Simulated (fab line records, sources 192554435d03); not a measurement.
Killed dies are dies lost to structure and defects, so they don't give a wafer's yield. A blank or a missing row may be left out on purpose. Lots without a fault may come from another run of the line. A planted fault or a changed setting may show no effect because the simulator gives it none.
Chamber matching | flow n5_finfet | N5_BEOL_M0_SAQP_ETCH_83 on rie_diel-04: 4 sister chambers
The step etches SiARC in CF4, target depth 39 nm, time 65 s. 8 wafers are shown with their chamber, then 8 later ones without.

WAFERS WITH THEIR CHAMBER
wafer  | chamber | showerhead_plenum_p_Torr (Torr) | throttle_valve_pct (%)
L083.3 | 2       | 2.28                            | 15.83
L083.6 | 1       | 2.11                            | 15.75
L086.5 | 0       | 2.27                            | 15.35
L086.6 | 1       | 2.11                            | 15.76
L088.1 | 2       | 2.27                            | 15.84
L088.5 | 3       | 2.06                            | 15.81
L088.6 | 0       | 2.27                            | 15.36
L089.2 | 3       | 2.06                            | 15.81

WAFERS WITHOUT THEIR CHAMBER
wafer  | showerhead_plenum_p_Torr (Torr) | throttle_valve_pct (%)
L089.5 | 2.27                            | 15.85
L089.6 | 2.11                            | 15.76
L093.1 | 2.26                            | 15.38
L093.2 | 2.27                            | 15.85
L093.4 | 2.06                            | 15.82
L095.3 | 2.26                            | 15.37
L095.5 | 2.06                            | 15.83
L095.6 | 2.27                            | 15.88

WHICH CHAMBER EACH WENT THROUGH
wafer  | from the rows above | in truth
L089.5 | 2                   | 2
L089.6 | 1                   | 1
L093.1 | 0                   | 0
L093.2 | 2                   | 2
L093.4 | 3                   | 3
L095.3 | 0                   | 0
L095.5 | 3                   | 3
L095.6 | 2                   | 2
Placed correctly: 8 of 8. Can't be placed from these rows: 0. Placed wrongly: 0.
How it was worked out, from the rows above alone: a wafer's distance from a chamber is the root of the sum, over the readings, of the square of ((its reading less the chamber's mean) divided by the reading's scatter). The wafer belongs to the nearest chamber; if the next one is less than 2 further off, it can't be placed. A chamber's mean is the mean of its shown wafers. The scatter: the root of (the sum of the squares of (reading less its chamber's mean) over the shown wafers, divided by (wafers less chambers)).
